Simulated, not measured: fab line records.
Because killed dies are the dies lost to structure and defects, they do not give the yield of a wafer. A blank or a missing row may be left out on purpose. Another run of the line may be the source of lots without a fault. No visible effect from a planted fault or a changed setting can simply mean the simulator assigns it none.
fab line records || flow n5Finfet
record {"lots": 3, "wafers": 8, "lastDay": 16}
route steps=1938 shown BEOL_M8@1393 BEOL_M9@1401 PASSIVATION@1936
lots that met no fault: taken from a fault-free run of the same line
startH: start of the lot's first displayed wafer, in hours after the record's first day || waitH: hours elapsed since this lot's preceding step || " repeats the value in the row above || L1.1+2: a single row standing in for several wafers || - no value present, or no start provided || * or withheld: withheld || < > ~ a bound
route shown NAME@n: a module of which the file shows steps, and the number in the route of the first || usual: mean and standard deviation over wafers with no fault || same: alike in all rows || chamber/n: place in a boat || sites: the reading at each site || _std_site: how widely they spread, as a standard deviation || _edge_site: outer sites' mean less inner sites' || radiusMm: for every site, how far away it sits from the centre of the wafer || mask NAME#n: copy n || behind: the most recent tool/chamber to have shaped the wafer || hold: what put the lot on hold/how long, in hours/how the hold closed || device: whichever transistor did not switch (one of n, p or np) || end of line: tests run on the same wafers once the route is complete || where a step has no rows: the recipe by itself || killed: at the first sort, the dies lost to defects and structure; wafer yield is something else || map: dies across one wafer; x = killed, . = not, _ = none there
set.NAME: the setting the step ran with; set.NAME@STEP: the setting that earlier step ran with || model.NAME: the simulator's own value behind a step, which no gauge read
lots at selected steps of the route; one table per step, one row per wafer
services: when a tool's chamber went out of use (startH, in hours from the record's first day, below 0 if earlier), for how many hours, and the reason
## steps
# step N5_BEOL_M8_ECD_50
# recipe {"material": "Cu", "targetThkA": 3000}
# step N5_BEOL_M8_ANNEAL_51
# recipe {"tempC": 225, "timeS": 90, "ambient": "N2"}
# step N5_BEOL_M8_CMP_52
# recipe {"stopOn": "SiCOH_lowk", "tOverpolishS": 6.9, "downForcePsi": 1, "platenRpm": 50, "clearingPlatenDownForcePsi": 1.5, "clearingPlatenRpm": 50, "postCmpClean": "cuAlkaline", "targetThkNm": 80, "clearingPlatenPadVelocityMS": 0.99484, "padVelocityMS": 0.99484}
# step N5_BEOL_M8_PRE_CLEAN_55
# recipe {"gas": "NH3", "timeS": 15, "tempC": "withheld", "rfPowerW": 300}
# step N5_BEOL_M8_DEP_56
# recipe {"material": "SiCN", "targetThkA": 100, "tempC": "withheld", "precursor": "3MS/NH3", "pressureTorr": 3, "rfW": 202, "timeS": 17.5}
# step N5_BEOL_M9_ILD_DEP_00
# recipe {"material": "SiCOH_lowk", "targetThkA": 3085.1, "tempC": 300, "precursor": "DEMS/porogen", "pressureTorr": 5, "rfW": 500, "timeS": 58}
# step N5_BEOL_M9_CURE_71
# recipe {"tempC": 385, "timeS": 240, "ambient": "He/Ar", "material": "SiCOH_lowk"}
# step N5_BEOL_M9_PECVD_70
# recipe {"material": "SiO2", "targetThkA": 200, "tempC": 400, "precursor": "TEOS/O2", "pressureTorr": 5.5, "rfW": 450, "teosFlowSccm": 53.8, "gas": "O2", "flowSccm": 3000, "timeS": 22.7}
# step N5_BEOL_M9_HM_DEP_02
# recipe {"material": "TiN", "targetThkA": 200, "tempC": 25, "chamberPressurePa": 0.49996}
# usual {"throttleValvePct": "30.6/1"}
{"lot.wafer": "L328.2", "tool": "pvdSputter-01", "chamber": "-", "startH": 241.48, "waitH": 0.6, "throttleValvePct": 30.2, "model.TiN_of_BEOL_M9_HM_DEP_02.thkNm": 20.2}
{"lot.wafer": "L328.5", "tool": "pvdSputter-01", "chamber": "-", "startH": 241.48, "waitH": 0.6, "throttleValvePct": 30.4, "model.TiN_of_BEOL_M9_HM_DEP_02.thkNm": 20.2}
{"lot.wafer": "L328.6", "tool": "pvdSputter-01", "chamber": "-", "startH": 241.48, "waitH": 0.6, "throttleValvePct": 31.3, "model.TiN_of_BEOL_M9_HM_DEP_02.thkNm": 20}
{"lot.wafer": "L327.2", "tool": "pvdSputter-01", "chamber": "-", "startH": 247.72, "waitH": 0.2, "throttleValvePct": 32.7, "model.TiN_of_BEOL_M9_HM_DEP_02.thkNm": 19.8}
{"lot.wafer": "L327.3", "tool": "pvdSputter-01", "chamber": "-", "startH": 247.72, "waitH": 0.2, "throttleValvePct": 30.3, "model.TiN_of_BEOL_M9_HM_DEP_02.thkNm": 20.4}
{"lot.wafer": "L327.4", "tool": "pvdSputter-01", "chamber": "-", "startH": 247.72, "waitH": 0.2, "throttleValvePct": 30.1, "model.TiN_of_BEOL_M9_HM_DEP_02.thkNm": 20}
{"lot.wafer": "L342.1", "tool": "pvdSputter-01", "chamber": "-", "startH": 313.24, "waitH": 0.1, "throttleValvePct": 32.8, "model.TiN_of_BEOL_M9_HM_DEP_02.thkNm": 19.8}
{"lot.wafer": "L342.6", "tool": "pvdSputter-01", "chamber": "-", "startH": 313.24, "waitH": 0.1, "throttleValvePct": 31.3, "model.TiN_of_BEOL_M9_HM_DEP_02.thkNm": 11.8}
# step N5_BEOL_M9_COAT_59
# recipe {"resist": "SOC", "tempC": 250, "timeS": 60, "spinRpm": 1500, "resistThkNm": 100}
# step N5_BEOL_M9_COAT_60
# recipe {"resist": "SiARC", "tempC": 220, "timeS": 60, "spinRpm": 1500, "resistThkNm": 30}
# step N5_BEOL_M9_COAT_05
# recipe {"resist": "CAR-ArF", "spinRpm": 1500, "resistThkNm": 90}
# step N5_BEOL_M9_EBR_07
# recipe {"solvent": "PGMEA", "ebrWidthMm": 1.5}
# step N5_BEOL_M9_SOFTBAKE_06
# recipe {"tempC": 110, "timeS": 60, "resist": "CAR-ArF"}
# step N5_BEOL_M9_EXPOSE_08
# recipe {"maskId": "M9", "na": 1.35, "sourceShape": "dipole", "sigmaInner": 0.411, "sigmaOuter": 0.611, "polarization": "te", "doseMj": 53.75}
# step N5_BEOL_M9_PEB_09
# recipe {"pebTempC": "withheld", "pebTimeS": 60, "resist": "CAR-ArF"}
# step N5_BEOL_M9_DEVELOP_10
# recipe {"developTimeS": 30, "developer": "TMAH", "resist": "CAR-ArF", "rinseLiquid": "diw", "dry": "airSpin", "devTempC": 23}
# step N5_BEOL_M9_DESCUM_16
# recipe {"chemistry": "O2", "timeS": 7.9, "sourcePowerW": 50, "biasPowerW": 20, "pressureMtorr": 20, "rfFrequencyHz": 2.712e+07, "tempC": 40, "resist": "CAR-ArF", "o2FlowSccm": 225}
# step N5_BEOL_M9_ETCH_61
# recipe {"chemistry": "CF4", "target": "SiARC", "targetDepthA": 390, "maskMaterial": "CAR-ArF", "timeS": 65, "ionEnergyEv": 80, "pressureMtorr": 40, "sourceW": 545, "biasW": 36, "Ar_flow_sccm": 100, "cf4FlowSccm": 100, "ends": "cleared"}
# step N5_BEOL_M9_ETCH_62
# recipe {"chemistry": "N2/H2", "target": "SOC", "targetDepthA": 1100, "overetchA": 220, "maskMaterial": "SiARC", "tempC": 40, "timeS": 165, "ionEnergyEv": 200, "pressureMtorr": 30, "sourceW": 840, "biasW": 150, "n2FlowSccm": 200, "h2FlowSccm": 200}
# step N5_BEOL_M9_STRIP_68
# recipe {"chemistry": "N2/H2", "tempC": 40, "n2FlowSccm": 200, "h2FlowSccm": 200, "rfFrequencyHz": 6e+07}
# step N5_BEOL_M9_STRIP_67
# recipe {"chemistry": "CF4", "resist": "SiARC", "powerW": 300, "biasPowerW": 75, "pressureMtorr": 50, "cf4FlowSccm": 150, "rfFrequencyHz": 6e+07}
# step N5_BEOL_M9_HM_OPEN_17
# recipe {"chemistry": "Cl2/BCl3", "targetDepthA": 200, "overetchA": 60, "target": "TiN", "maskMaterial": "SOC", "ionEnergyEv": 150, "pressureMtorr": 10, "icpW": 1000, "biasW": 126, "Cl2_flow_sccm": 53.25, "bcl3FlowSccm": 21.75, "Ar_flow_sccm": 25}
# usual {"chamberPressureMTorr": "9.999/0.0086", "drypumpMotorCurrentA": "5.47/0.29", "mfcArSccm": "25.00/0.071", "oesProductAu": "0.69/0.047", "throttleValvePct": "22.04/0.15"}
{"lot.wafer": "L328.2", "tool": "rieMetal-02", "chamber": 0, "startH": 242.33, "waitH": 0.0, "chamberPressureMTorr": 9.989, "drypumpMotorCurrentA": 5.49, "mfcArSccm": 25.04, "oesProductAu": 0.65, "rfHoursCounterH": 50, "throttleValvePct": 21.84, "model.etch.depthNm": 20.23}
{"lot.wafer": "L328.5", "tool": "rieMetal-02", "chamber": 1, "startH": 242.33, "waitH": 0.0, "chamberPressureMTorr": 9.994, "drypumpMotorCurrentA": 5.76, "mfcArSccm": 25.11, "oesProductAu": 0.76, "rfHoursCounterH": "-", "throttleValvePct": 22.13, "model.etch.depthNm": 20.23}
{"lot.wafer": "L328.6", "tool": "rieMetal-02", "chamber": 0, "startH": 242.33, "waitH": 0.0, "chamberPressureMTorr": 9.995, "drypumpMotorCurrentA": 5.46, "mfcArSccm": 25.03, "oesProductAu": 0.65, "rfHoursCounterH": "-", "throttleValvePct": 21.84, "model.etch.depthNm": 19.98}
{"lot.wafer": "L327.2", "tool": "rieMetal-02", "chamber": 0, "startH": 248.86, "waitH": 0.0, "chamberPressureMTorr": 10.008, "drypumpMotorCurrentA": 5.48, "mfcArSccm": 25.00, "oesProductAu": 0.64, "rfHoursCounterH": 50, "throttleValvePct": 21.86, "model.etch.depthNm": 19.81}
{"lot.wafer": "L327.3", "tool": "rieMetal-02", "chamber": 1, "startH": 248.86, "waitH": 0.0, "chamberPressureMTorr": 10.009, "drypumpMotorCurrentA": 5.79, "mfcArSccm": 25.10, "oesProductAu": 0.76, "rfHoursCounterH": "-", "throttleValvePct": 22.14, "model.etch.depthNm": 20.32}
{"lot.wafer": "L327.4", "tool": "rieMetal-02", "chamber": 0, "startH": 248.86, "waitH": 0.0, "chamberPressureMTorr": 10.003, "drypumpMotorCurrentA": 5.52, "mfcArSccm": 25.03, "oesProductAu": 0.65, "rfHoursCounterH": "-", "throttleValvePct": 21.84, "model.etch.depthNm": 19.96}
{"lot.wafer": "L342.1", "tool": "rieMetal-01", "chamber": 1, "startH": 314.10, "waitH": 0.0, "chamberPressureMTorr": 9.994, "drypumpMotorCurrentA": 5.18, "mfcArSccm": 24.89, "oesProductAu": 0.67, "rfHoursCounterH": 44, "throttleValvePct": 22.25, "model.etch.depthNm": 19.74}
{"lot.wafer": "L342.6", "tool": "rieMetal-01", "chamber": 1, "startH": 314.10, "waitH": 0.0, "chamberPressureMTorr": 9.996, "drypumpMotorCurrentA": 5.20, "mfcArSccm": 24.93, "oesProductAu": 0.52, "rfHoursCounterH": "-", "throttleValvePct": 22.50, "model.etch.depthNm": 11.81}
# step N5_BEOL_M9_STRIP_19
# recipe {"chemistry": "O2", "powerW": 400, "tempC": 40, "pressureMtorr": 30, "rfFrequencyHz": 6e+07, "biasPowerW": 0, "overashFraction": 0.2, "o2FlowSccm": 225}
# step N5_BEOL_M9_COAT_63
# recipe {"resist": "SOC", "tempC": 250, "timeS": 60, "spinRpm": 1500, "resistThkNm": 60}
# step N5_BEOL_M9_COAT_64
# recipe {"resist": "SiARC", "tempC": 220, "timeS": 60, "spinRpm": 1500, "resistThkNm": 12}
# step N5_BEOL_M9_COAT_75
# recipe {"resist": "underlayer", "tempC": 205, "timeS": 60, "spinRpm": 1500, "resistThkNm": 5}
# step N5_BEOL_M9_COAT_22
# recipe {"resist": "CAR-EUV", "spinRpm": 1500, "resistThkNm": 30}
# step N5_BEOL_M9_EBR_24
# recipe {"solvent": "PGMEA", "ebrWidthMm": 1.5}
# step N5_BEOL_M9_SOFTBAKE_23
# recipe {"tempC": 110, "timeS": 60, "resist": "CAR-EUV"}
# step N5_BEOL_M9_EXPOSE_25
# recipe {"maskId": "V8", "na": 0.33, "sourceShape": "annular", "sigmaInner": 0.4, "sigmaOuter": 0.8, "polarization": "unpolarized", "doseMj": 37.25}
# step N5_BEOL_M9_PEB_26
# recipe {"pebTempC": 100, "pebTimeS": 60, "resist": "CAR-EUV"}
# step N5_BEOL_M9_DEVELOP_27
# recipe {"developTimeS": 30, "developer": "TMAH", "resist": "CAR-EUV", "rinseLiquid": "surfactantRinse", "dry": "airSpin", "devTempC": 23}
# step N5_BEOL_M9_TRENCH_ETCH_37
# recipe {"chemistry": "C4F6/O2", "targetDepthA": 1514.3, "target": "SiCOH_lowk", "timeS": 49, "ionEnergyEv": 250, "pressureMtorr": 30, "sourceW": 345, "biasW": 185, "Ar_flow_sccm": 300, "C4F6_flow_sccm": 10, "O2_flow_sccm": 10}
# usual {"chamberPressureMTorr": "29.995/0.026", "drypumpMotorCurrentA": "5.6/0.48", "mfcArSccm": "299.9/0.86", "oesProductAu": "0.74/0.056", "rfVppV": "663/13", "showerheadPlenumPTorr": "2.87/0.11", "throttleValvePct": "21.09/0.2"}
{"lot.wafer": "L328.2", "tool": "rieDiel-03", "chamber": 0, "startH": "-", "waitH": "-", "chamberPressureMTorr": 30.033, "drypumpMotorCurrentA": 5.3, "mfcArSccm": 300.1, "oesProductAu": 0.73, "rfHoursCounterH": 194, "rfVppV": 645, "showerheadPlenumPTorr": 2.83, "throttleValvePct": 21.28, "model.TiN_of_BEOL_M9_HM_DEP_02.thkNm": 16}
{"lot.wafer": "L328.5", "tool": "rieDiel-03", "chamber": 3, "startH": "-", "waitH": "-", "chamberPressureMTorr": 29.941, "drypumpMotorCurrentA": 5.8, "mfcArSccm": 299.9, "oesProductAu": 0.75, "rfHoursCounterH": "-", "rfVppV": 684, "showerheadPlenumPTorr": 2.96, "throttleValvePct": 20.99, "model.TiN_of_BEOL_M9_HM_DEP_02.thkNm": 16}
{"lot.wafer": "L328.6", "tool": "rieDiel-03", "chamber": 0, "startH": "-", "waitH": "-", "chamberPressureMTorr": 30.017, "drypumpMotorCurrentA": 5.3, "mfcArSccm": 299.8, "oesProductAu": 0.72, "rfHoursCounterH": "-", "rfVppV": 646, "showerheadPlenumPTorr": 2.83, "throttleValvePct": 21.26, "model.TiN_of_BEOL_M9_HM_DEP_02.thkNm": 15.8}
{"lot.wafer": "L327.2", "tool": "rieDiel-02", "chamber": 0, "startH": "-", "waitH": "-", "chamberPressureMTorr": 29.999, "drypumpMotorCurrentA": 5.3, "mfcArSccm": 299.9, "oesProductAu": 0.71, "rfHoursCounterH": 190, "rfVppV": 664, "showerheadPlenumPTorr": 2.85, "throttleValvePct": 21.30, "model.TiN_of_BEOL_M9_HM_DEP_02.thkNm": 15.8}
{"lot.wafer": "L327.3", "tool": "rieDiel-02", "chamber": 3, "startH": "-", "waitH": "-", "chamberPressureMTorr": 29.944, "drypumpMotorCurrentA": 5.6, "mfcArSccm": 300.4, "oesProductAu": 0.84, "rfHoursCounterH": 75, "rfVppV": 664, "showerheadPlenumPTorr": 3.01, "throttleValvePct": 21.02, "model.TiN_of_BEOL_M9_HM_DEP_02.thkNm": 16.2}
{"lot.wafer": "L327.4", "tool": "rieDiel-02", "chamber": 1, "startH": "-", "waitH": "-", "chamberPressureMTorr": 30.009, "drypumpMotorCurrentA": 4.9, "mfcArSccm": 299.2, "oesProductAu": 0.69, "rfHoursCounterH": 223, "rfVppV": 666, "showerheadPlenumPTorr": 2.72, "throttleValvePct": 20.71, "model.TiN_of_BEOL_M9_HM_DEP_02.thkNm": 15.8}
{"lot.wafer": "L342.1", "tool": "rieDiel-01", "chamber": 1, "startH": "-", "waitH": "-", "chamberPressureMTorr": 29.970, "drypumpMotorCurrentA": 5.8, "mfcArSccm": 299.5, "oesProductAu": 0.81, "rfHoursCounterH": 77, "rfVppV": 671, "showerheadPlenumPTorr": 2.97, "throttleValvePct": 21.04, "model.TiN_of_BEOL_M9_HM_DEP_02.thkNm": 15.6}
{"lot.wafer": "L342.6", "tool": "rieDiel-01", "chamber": 0, "startH": "-", "waitH": "-", "chamberPressureMTorr": 29.979, "drypumpMotorCurrentA": 6.2, "mfcArSccm": 300.1, "oesProductAu": 0.68, "rfHoursCounterH": "-", "rfVppV": 663, "showerheadPlenumPTorr": 2.92, "throttleValvePct": 21.07, "model.TiN_of_BEOL_M9_HM_DEP_02.thkNm": 7.8}
# step N5_PASSIVATION_PROBE_49
# usual {"defectLimitedYield": "91.6/1.2", "killed_at_M0_to_M3": "33/9.4", "killed_at_M4_up": "13/5.2", "killedAtContacts": "13/5.6", "killedAtFrontEnd": "37/9.5", "killedAtOther": "4/3.1", "killedDies": "99/15", "killedOpen": "65/11", "killedShort": "32/7.5", "sort_bin_5_function": "4.9/0.77", "sort_bin_6_memory": "3.1/0.65", "sortNPass": "1081/15", "sortYieldPct": "91.6/1.2"}
# same {"grossDies": 1180, "killedAtBackSide": 0, "sort_bin_4_leakage[%]": 0, "sort_bin_8_speed[%]": 0}
{"lot.wafer": "L328.2", "tool": "prober-01", "chamber": "-", "startH": 316.21, "waitH": 0.1, "defectLimitedYield[%]": 91.4, "killed_at_M0_to_M3": 27, "killed_at_M4_up": 12, "killedAtContacts": 20, "killedAtFrontEnd": 41, "killedAtOther": 2, "killedDies": 102, "killedOpen": 68, "killedShort": 28, "sort_bin_5_function[%]": 5.3, "sort_bin_6_memory[%]": 2.5, "sortNPass": 1078, "sortYieldPct[%]": 91.4}
{"lot.wafer": "L328.5", "tool": "prober-01", "chamber": "-", "startH": 316.36, "waitH": 0.2, "defectLimitedYield[%]": 92.4, "killed_at_M0_to_M3": 36, "killed_at_M4_up": 7, "killedAtContacts": 14, "killedAtFrontEnd": 33, "killedAtOther": 0, "killedDies": 90, "killedOpen": 49, "killedShort": 41, "sort_bin_5_function[%]": 4.3, "sort_bin_6_memory[%]": 3.1, "sortNPass": 1090, "sortYieldPct[%]": 92.4}
{"lot.wafer": "L328.6", "tool": "prober-01", "chamber": "-", "startH": 316.41, "waitH": 0.3, "defectLimitedYield[%]": 93.2, "killed_at_M0_to_M3": 19, "killed_at_M4_up": 13, "killedAtContacts": 12, "killedAtFrontEnd": 35, "killedAtOther": 1, "killedDies": 80, "killedOpen": 54, "killedShort": 25, "sort_bin_5_function[%]": 3.6, "sort_bin_6_memory[%]": 2.7, "sortNPass": 1100, "sortYieldPct[%]": 93.2}
{"lot.wafer": "L342.1", "tool": "prober-01", "chamber": "-", "startH": 376.33, "waitH": 0.0, "defectLimitedYield[%]": 89.9, "killed_at_M0_to_M3": 38, "killed_at_M4_up": 7, "killedAtContacts": 13, "killedAtFrontEnd": 60, "killedAtOther": 1, "killedDies": 119, "killedOpen": 74, "killedShort": 39, "sort_bin_5_function[%]": 5.2, "sort_bin_6_memory[%]": 4.4, "sortNPass": 1061, "sortYieldPct[%]": 89.9}
{"lot.wafer": "L342.6", "tool": "prober-01", "chamber": "-", "startH": 376.58, "waitH": 0.3, "defectLimitedYield[%]": 91.4, "killed_at_M0_to_M3": 24, "killed_at_M4_up": 7, "killedAtContacts": 18, "killedAtFrontEnd": 51, "killedAtOther": 2, "killedDies": 102, "killedOpen": 74, "killedShort": 27, "sort_bin_5_function[%]": 5.1, "sort_bin_6_memory[%]": 3.1, "sortNPass": 1078, "sortYieldPct[%]": 91.4}
# killed by level:class
L328.2 MOL_CONTACT_COAG:geometricParticle:open=18 BEOL_M2:geometricParticle:open=11 FIN_SAQP:geometricParticle:short=9 BEOL_M4:geometricParticle:open=7 FIN_SAQP:geometricParticle:open=6 BEOL_M3:geometricParticle:open=6 HKMG_FIN:areaEtch=6 BEOL_M0_SAQP:geometricParticle:open=4
L328.5 MOL_CONTACT_COAG:geometricParticle:open=10 BEOL_M0_SAQP:geometricParticle:short=10 BEOL_M3:geometricParticle:open=8 BEOL_M0_SAQP:geometricParticle:open=7 FIN_SAQP:geometricParticle:short=5 STI_FIN_REVEAL:geometricParticle:open=5 GATE_CUT:geometricParticle:short=5 BEOL_M2:geometricParticle:open=5
L328.6 MOL_CONTACT_COAG:geometricParticle:open=11 FIN_SAQP:geometricParticle:open=7 BEOL_M0_SAQP:geometricParticle:short=6 STARTING-WAFER:geometricParticle:short=6 FIN_SAQP:geometricParticle:short=4 BEOL_M0_SAQP:geometricParticle:open=4 BEOL_M3:geometricParticle:open=4 DUMMY_GATE:geometricParticle:open=3
L342.1 FIN_SAQP:geometricParticle:open=24 BEOL_M0_SAQP:geometricParticle:short=12 MOL_CONTACT_COAG:geometricParticle:open=10 BEOL_M0_SAQP:geometricParticle:open=10 FIN_SAQP:geometricParticle:short=8 GATE_CUT:geometricParticle:short=5 HKMG_FIN:areaEtch=5 STI_FIN_REVEAL:geometricParticle:open=4
L342.6 FIN_SAQP:geometricParticle:open=22 MOL_CONTACT_COAG:geometricParticle:open=16 FIN_SAQP:geometricParticle:short=9 BEOL_M3:geometricParticle:open=8 BEOL_M4:geometricParticle:open=6 BEOL_M0_SAQP:geometricParticle:short=5 ILD0:geometricParticle:open=4 GATE_CUT:geometricParticle:short=4
## services
{"tool": "rieDiel-01", "chamber": "-", "startH": 250.99, "hours": 1.8, "kind": "repair"}
{"tool": "rieMetal-02", "chamber": "-", "startH": 281.58, "hours": 1.0, "kind": "repair"}
{"tool": "rieDiel-02", "chamber": 2, "startH": 286.38, "hours": 3.2, "kind": "repair"}
{"tool": "rieMetal-02", "chamber": "-", "startH": 293.50, "hours": 1.4, "kind": "pm"}
{"tool": "rieMetal-01", "chamber": "-", "startH": 311.40, "hours": 1.4, "kind": "pm"}
## key
firstSign {"step": "N5_BEOL_M9_HM_OPEN_17", "reading": "oesProductAu", "direction": "down", "sigmas": 3.7, "usual": 0.69, "struck": 0.52}
effect none on later readings
modelEffect {"step": "N5_BEOL_M9_HM_DEP_02", "value": "TiN_of_BEOL_M9_HM_DEP_02.thkNm", "without": 20.2, "struck": 11.8}
modelEffect {"step": "N5_BEOL_M9_HM_OPEN_17", "value": "etch.depthNm", "without": 20.11, "struck": 11.81}
modelEffect {"step": "N5_BEOL_M9_TRENCH_ETCH_37", "value": "TiN_of_BEOL_M9_HM_DEP_02.thkNm", "without": 16, "struck": 7.8}
metAt N5_BEOL_M9_HM_DEP_02
struckWafers L342.6
onsetBetween 247.72 313.24
fault {"kind": "processParameterDrift", "tool": "pvdSputter-01", "chamber": "-", "onsetH": 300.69, "steps": "N5_BEOL_M9_HM_DEP_02", "channel": "targetThkA", "offset": "*", "shape": "step", "endH": 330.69, "scope": "struckWafersOnly", "actsIn": "*", "stated": "*"}
